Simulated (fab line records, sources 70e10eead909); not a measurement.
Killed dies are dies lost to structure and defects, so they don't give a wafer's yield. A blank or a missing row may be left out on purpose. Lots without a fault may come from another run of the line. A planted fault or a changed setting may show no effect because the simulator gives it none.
Chamber matching | flow nand_harc | NHARC_A_CONTACT_ETCH_106 on rie_diel-02: 4 sister chambers
The step etches the open film in CF4/O2, target depth 90 nm, overetch 9 nm, time 49.5 s. 8 wafers are shown with their chamber, then 12 later ones without.

WAFERS WITH THEIR CHAMBER
wafer  | chamber | showerhead_plenum_p_Torr (Torr) | rf_vpp_V (V)
L085.6 | 3       | 1.29                            | 197.2
L083.1 | 2       | 1.33                            | 196.8
L083.2 | 3       | 1.29                            | 197.0
L088.2 | 0       | 1.25                            | 195.0
L088.5 | 1       | 1.40                            | 199.0
L091.1 | 0       | 1.25                            | 196.2
L091.5 | 2       | 1.32                            | 197.5
L091.6 | 1       | 1.40                            | 198.7

WAFERS WITHOUT THEIR CHAMBER
wafer  | showerhead_plenum_p_Torr (Torr) | rf_vpp_V (V)
L092.1 | 1.29                            | 195.9
L092.5 | 1.40                            | 199.4
L092.6 | 1.32                            | 197.3
L094.2 | 1.29                            | 196.6
L094.4 | 1.25                            | 195.0
L094.5 | 1.40                            | 199.7
L096.1 | 1.40                            | 197.7
L096.3 | 1.32                            | 197.1
L096.6 | 1.29                            | 197.0
L097.1 | 1.32                            | 197.4
L097.2 | 1.40                            | 199.3
L097.6 | 1.29                            | 196.2

WHICH CHAMBER EACH WENT THROUGH
wafer  | from the rows above | in truth
L092.1 | 3                   | 3
L092.5 | 1                   | 1
L092.6 | 2                   | 2
L094.2 | 3                   | 3
L094.4 | 0                   | 0
L094.5 | 1                   | 1
L096.1 | 1                   | 1
L096.3 | 2                   | 2
L096.6 | 3                   | 3
L097.1 | 2                   | 2
L097.2 | 1                   | 1
L097.6 | 3                   | 3
Placed correctly: 12 of 12. Can't be placed from these rows: 0. Placed wrongly: 0.
How it was worked out, from the rows above alone: a wafer's distance from a chamber is the root of the sum, over the readings, of the square of ((its reading less the chamber's mean) divided by the reading's scatter). The wafer belongs to the nearest chamber; if the next one is less than 2 further off, it can't be placed. A chamber's mean is the mean of its shown wafers. The scatter: the root of (the sum of the squares of (reading less its chamber's mean) over the shown wafers, divided by (wafers less chambers)).
